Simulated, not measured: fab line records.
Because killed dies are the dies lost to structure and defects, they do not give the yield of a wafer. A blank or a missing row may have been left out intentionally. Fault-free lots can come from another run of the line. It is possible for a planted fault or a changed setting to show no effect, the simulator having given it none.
Chamber matching / flow nand-harc / NHARC_A_CHANNEL_FILL_D2_ALD_14 on ald-hk-01: 4 sister chambers
The step deposits SiO2, target thk 2.5 nm, pulse time 10 s, ald cycles 25. 8 wafers are shown with their chamber, then 7 later ones without.

== WAFERS WITH THEIR CHAMBER ==
wafer=L078.1; chamber=3; heater-power-w (W)=472; precursor-pulse-height-rel=0.968
wafer=L078.2; chamber=1; heater-power-w (W)=582; precursor-pulse-height-rel=0.999
wafer=L078.3; chamber=0; heater-power-w (W)=413; precursor-pulse-height-rel=0.995
wafer=L080.1; chamber=2; heater-power-w (W)=479; precursor-pulse-height-rel=1.006
wafer=L080.2; chamber=0; heater-power-w (W)=413; precursor-pulse-height-rel=0.993
wafer=L080.6; chamber=1; heater-power-w (W)=610; precursor-pulse-height-rel=1.025
wafer=L089.1; chamber=3; heater-power-w (W)=486; precursor-pulse-height-rel=1.004
wafer=L089.2; chamber=2; heater-power-w (W)=478; precursor-pulse-height-rel=1.005

== WAFERS WHOSE CHAMBER IS MISSING ==
wafer=L089.6; heater-power-w (W)=480; precursor-pulse-height-rel=1.022
wafer=L093.1; heater-power-w (W)=482; precursor-pulse-height-rel=0.994
wafer=L093.3; heater-power-w (W)=568; precursor-pulse-height-rel=0.988
wafer=L093.4; heater-power-w (W)=425; precursor-pulse-height-rel=0.975
wafer=L096.1; heater-power-w (W)=468; precursor-pulse-height-rel=0.996
wafer=L096.2; heater-power-w (W)=473; precursor-pulse-height-rel=0.988
wafer=L096.5; heater-power-w (W)=470; precursor-pulse-height-rel=0.979

== WHICH CHAMBER EACH WENT THROUGH ==
wafer=L089.6; from the rows above=can't be placed: 2 or 3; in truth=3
wafer=L093.1; from the rows above=can't be placed: 3 or 2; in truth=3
wafer=L093.3; from the rows above=1; in truth=1
wafer=L093.4; from the rows above=0; in truth=0
wafer=L096.1; from the rows above=can't be placed: 2 or 3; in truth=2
wafer=L096.2; from the rows above=can't be placed: 3 or 2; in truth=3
wafer=L096.5; from the rows above=can't be placed: 3 or 2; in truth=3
Correctly placed: 2 of 7. Can't be placed from these rows: 5 (the true chamber is among the candidates in 5). Wrongly placed: 0.
How it was worked out, from the rows above alone: a wafer's distance from a chamber is the root of the sum, over the readings, of the square of ((its reading less the chamber's mean) divided by the reading's scatter). If the next closest chamber is less than 2 further off than the closest, the wafer can't be placed; otherwise it belongs to the closest. A chamber's mean is the mean of its shown wafers. The scatter: the root of (the sum of the squares of (reading less its chamber's mean) over the shown wafers, divided by (wafers less chambers)).
